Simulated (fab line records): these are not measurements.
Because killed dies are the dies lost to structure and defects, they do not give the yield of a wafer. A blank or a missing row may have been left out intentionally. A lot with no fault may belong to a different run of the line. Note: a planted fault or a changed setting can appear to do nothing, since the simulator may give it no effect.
What tool caused it? | flow nand_harc | 31 wafers from 11 lots sampled at 5 of the route's 1159 steps

WHAT THE GAUGES READ, wafer by wafer
NHARC_END_SORT_01.
lot  | measured     | on        | killed_at_array
L423 | day 22 01:08 | prober-01 | 16
L426 | day 22 16:44 | prober-01 | 52

WHICH TOOL RAN EACH LOT (tool, then ch and the chambers of the sampled wafers, then the start)
lot  | NHARC_A_CHANNEL_HOLE_D1_ETCH_38    | NHARC_A_CHANNEL_HOLE_D1_ETCH_34    | NHARC_A_CHANNEL_HOLE_D1_ETCH_33  | NHARC_A_CHANNEL_HOLE_D1_ETCH_44
L416 | rie_diel-04 ch 0,1,3, day 8 20:40  | rie_diel-04 ch 0,3, day 8 21:04    | har_etch-02 ch 0,1, day 9 01:58  | rie_diel-01 ch 1,2,3, day 9 02:43
L418 | rie_diel-04 ch 0,2,3, day 9 12:20  | rie_diel-04 ch 0,2,3, day 9 12:42  | har_etch-02 ch 0,1, day 9 17:27  | rie_diel-03 ch 0,1,3, day 9 18:10
L419 | rie_diel-03 ch 0,1,3, day 9 12:34  | rie_diel-03 ch 0,3, day 9 12:53    | har_etch-01 ch 0,1, day 9 17:36  | rie_diel-01 ch 2,3, day 9 18:22
L422 | rie_diel-04 ch 0,1, day 10 08:11   | rie_diel-04 ch 0,1,2, day 10 08:33 | har_etch-02 ch 0,1, day 10 13:22 | rie_diel-01 ch 0,1,3, day 10 14:05
L423 | rie_diel-04 ch 2,3, day 10 21:48   | rie_diel-04 ch 0,2,3, day 10 22:08 | har_etch-02 ch 0,1, day 11 02:55 | rie_diel-04 ch 1,3, day 11 03:40
L424 | rie_diel-03 ch 0,3, day 10 23:04   | rie_diel-03 ch 1,2,3, day 10 23:25 | har_etch-01 ch 0,1, day 11 04:07 | rie_diel-03 ch 2,3, day 11 04:52
L426 | rie_diel-04 ch 1, day 11 11:23     | rie_diel-04 ch 0,2, day 11 11:45   | har_etch-01 ch 0, day 11 16:29   | rie_diel-01 ch 3, day 11 17:13
L431 | rie_diel-04 ch 0,2, day 12 14:24   | rie_diel-04 ch 2,3, day 12 14:44   | har_etch-02 ch 0,1, day 12 20:56 | rie_diel-01 ch 2,3, day 12 21:40
L433 | rie_diel-03 ch 2,3, day 13 04:57   | rie_diel-03 ch 0,1,2, day 13 05:19 | har_etch-01 ch 0,1, day 13 10:07 | rie_diel-04 ch 0,1, day 13 10:47
L434 | rie_diel-03 ch 1,2,3, day 13 12:17 | rie_diel-03 ch 0,1,2, day 13 12:37 | har_etch-02 ch 0,1, day 13 17:20 | rie_diel-03 ch 0,1,3, day 13 18:05
L435 | rie_diel-03 ch 0,1,3, day 13 14:06 | rie_diel-03 ch 0,1,3, day 13 14:26 | har_etch-02 ch 0,1, day 13 21:28 | rie_diel-03 ch 0,2,3, day 13 22:12
- NHARC_A_CHANNEL_HOLE_D1_ETCH_38: etches the open film in CF4, target depth 39 nm, time 65 s.
- NHARC_A_CHANNEL_HOLE_D1_ETCH_34: etches the open film in CF4/CHF3, target depth 154 nm, time 77 s.
- NHARC_A_CHANNEL_HOLE_D1_ETCH_33: etches the open film in C4F8/O2/Ar, time 90 s, target depth 400 nm.
- NHARC_A_CHANNEL_HOLE_D1_ETCH_44: etches the open film in CF4/O2, target depth 140 nm, overetch 14 nm, time 77 s.

THE ANSWER, worked out from the rows above alone
Rule: the lots themselves supply what counts as usual. Put in order of their means at a reading, lots are off if they are a third of the lots or fewer, leave a main group of 4 or more, and stand apart from it by a gap of 3 or more times the standard deviation of the main group's means; of several such gaps the widest counts. A main group whose means are all the same, to the digits that the tables above print for the reading, isn't used. A lot without any number at a reading at which 4 lots or more have one is off too. The other lots that the step has rows for count as sound.
Across all readings shown, no lot is off: no conclusion can be drawn from this.

WHAT THE SIMULATOR HAD PUT IN
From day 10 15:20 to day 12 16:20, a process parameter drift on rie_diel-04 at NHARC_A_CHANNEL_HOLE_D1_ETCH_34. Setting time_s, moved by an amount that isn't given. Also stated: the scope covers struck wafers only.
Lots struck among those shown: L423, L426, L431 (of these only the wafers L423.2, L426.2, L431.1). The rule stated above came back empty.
